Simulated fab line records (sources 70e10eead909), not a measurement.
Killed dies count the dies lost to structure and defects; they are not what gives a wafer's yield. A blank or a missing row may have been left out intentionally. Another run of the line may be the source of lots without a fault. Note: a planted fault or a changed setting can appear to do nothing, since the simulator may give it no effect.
Comparing a struck lot with a sound one | flow nandHarc | 26 out of 1302 route steps
Sound: these wafers, L892.1, L892.3, L892.4. Struck: wafer L908.2. (L908.3, L908.6 of the same lot were not struck and are left out.) The cause comes at the end.
Per side, at each step with rows, come the tool, then ch with its chambers, and then its first start. Under that, the readings that differ: sound wafers | struck wafers | difference of the means | sigmas: that difference in standard deviations of wafers without a fault.
alike: readings whose means differ by less than 2 such deviations, and words and numbers that are the same on both sides. not compared: withheld readings, readings that some wafer has no value for, bounds like >300 that may hide the same value, and numbers for which the record gives no deviation and whose values overlap.
Wherever a step has rows on one side only, a row that says differs or no value, or a row with sigmas, the two part there. Numbers that don't overlap but have no deviation are shown without sigmas and don't part them. A reading missing from all wafers of one side parts the sides only when that side holds two or more wafers.

first, 7 steps without rows for these wafers: NHARC_A_BLC_COAT_03 (time 65 s); NHARC_A_BLC_COAT_04 (resist thk 90 nm); NHARC_A_BLC_SOFTBAKE_05 (time 55 s); NHARC_A_BLC_EBR_06; NHARC_A_BLC_EXPOSE_07 (exposes mask A BLC, target cd 100 nm); NHARC_A_BLC_PEB_08 (peb time 65 s); NHARC_A_BLC_DEVELOP_09 (develop time 35 s).
NHARC_A_BLC_CD_MEAS_10 targets a cd of 100 nm.
  sound on cdSem-02 ch 0, day 24 08:30; struck on cdSem-01 ch 0, day 31 04:05
  alike: cdNm
NHARC_A_BLC_OVL_MEAS_11:
  sound on overlay-02 at day 24 08:35; struck on overlay-02 at day 31 04:11
  alike: overlayXNm, overlayYNm
NHARC_A_BLC_INSPECT_12:
  sound on defectInspect-01 at day 24 08:38; struck on defectInspect-01 at day 31 04:13
  alike: rawDefectCount
then, 2 steps without rows for these wafers: NHARC_A_BLC_DESCUM_15 (chemistry O2, time 3 s); NHARC_A_BLC_ETCH_16 (etches the open film in CF4, target depth 39 nm, time 65 s).
NHARC_A_BLC_ETCH_17: etches the open film in N2/H2, target depth 390 nm, time 609.38 s.
  sound on rieDiel-03 ch 1,2,3, day 24 08:52; struck on rieDiel-12 ch 3, day 31 04:32
reading             | sound             | struck | difference | sigmas
oesProductAu (a.u.) | 0.997 0.995 0.989 | 1.014  | +0.020     | +2
rfHoursCounterH (h) | 9 9 9             | 6      | -3         | 
  alike: biasW, drypumpMotorCurrentA, rfVppV, showerheadPlenumPTorr, throttleValvePct
NHARC_A_BLC_ETCH_18: etches the open film in C4F8/O2/Ar, target depth 910 nm.
  sound on rieDiel-03 ch 0,1,2; struck on rieDiel-12 ch 0
reading             | sound | struck | difference | sigmas
rfHoursCounterH (h) | 9 9 7 | 6      | -2         | 
  alike: biasW, oesProductAu, rfVppV
NHARC_A_BLC_CD_MEAS_19:
  sound on cdSem-03 at day 24 09:39; struck on cdSem-01 at day 31 05:15
  alike: cdNm
NHARC_A_BLC_STRIP_29: strips in CF4.
  sound on rieDiel-12 ch 0,1,3, day 24 09:44; struck on rieDiel-07 ch 2, day 31 05:20
reading                      | sound                | struck | difference | sigmas
rfHoursCounterH (h)          | 6 7 6                | 16     | +10        | 
showerheadPlenumPTorr (Torr) | 1.65 1.76 1.72       | 1.90   | +0.19      | +3
throttleValvePct (%)         | 13.284 13.284 13.280 | 13.261 | -0.022     | -2
  alike: drypumpMotorCurrentA, oesProductAu, rfVppV
then, 5 steps without rows for these wafers: NHARC_A_BLC_STRIP_21 (strips in O2); NHARC_A_BLC_STRIP_22 (strips in post etch residue remover, time 600 s); NHARC_A_BLC_DEGAS_30 (time 60 s); NHARC_A_BLC_PRE_CLEAN_31 (time 15 s); NHARC_A_BLC_PVD_32 (deposits Ti, target thk 5 nm, time 17.7 s).
NHARC_A_BLC_ALD_23: deposits TiN, target thk 3 nm, pulse time 1 s, ald cycles 150.
  sound on aldMetal-01 ch 0,2,3, day 24 10:29; struck on aldMetal-04 ch 2, day 31 06:07
  alike: heaterPowerW, precursorPulseHeightRel, susceptorTempC
NHARC_A_BLC_CVD_24: deposits W, target thk 150 nm, time 434 s.
  sound on cvdW-01 ch 0,1; struck on cvdW-02 ch 0
  alike: heaterPowerW, mfcWf6Sccm, susceptorTempC, throttleValvePct
NHARC_A_BLC_CMP_25: polishes, t overpolish 30 s, target thk 150 nm.
  sound on cmp-02 ch 0,1,3, day 24 11:15; struck on cmp-03 ch 1, day 31 06:49
  alike: motorCurrentA, overpolishRunS, slurryFilterDpKPa, timeToEndpointS
following that, these wafers have no rows for 1 step: NHARC_A_BLC_SRD_27.
-- break in the record here, with 3 days between the starts of the struck wafers on either side (left off in module A_BLC, picked up again in module END, where the first step shown is number 1302 on the route) --
NHARC_END_SORT_01:
  the record has rows for the struck wafers here (prober-02 ch 0, day 34 10:50) and none for the sound ones

== WHERE THEY PART ==
Last at NHARC_END_SORT_01 as far as this record goes, first at NHARC_A_BLC_ETCH_17.

WHY: the cause the simulator had injected
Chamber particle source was rieDiel-12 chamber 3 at NHARC_A_BLC_ETCH_17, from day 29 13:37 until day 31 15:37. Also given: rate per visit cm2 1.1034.
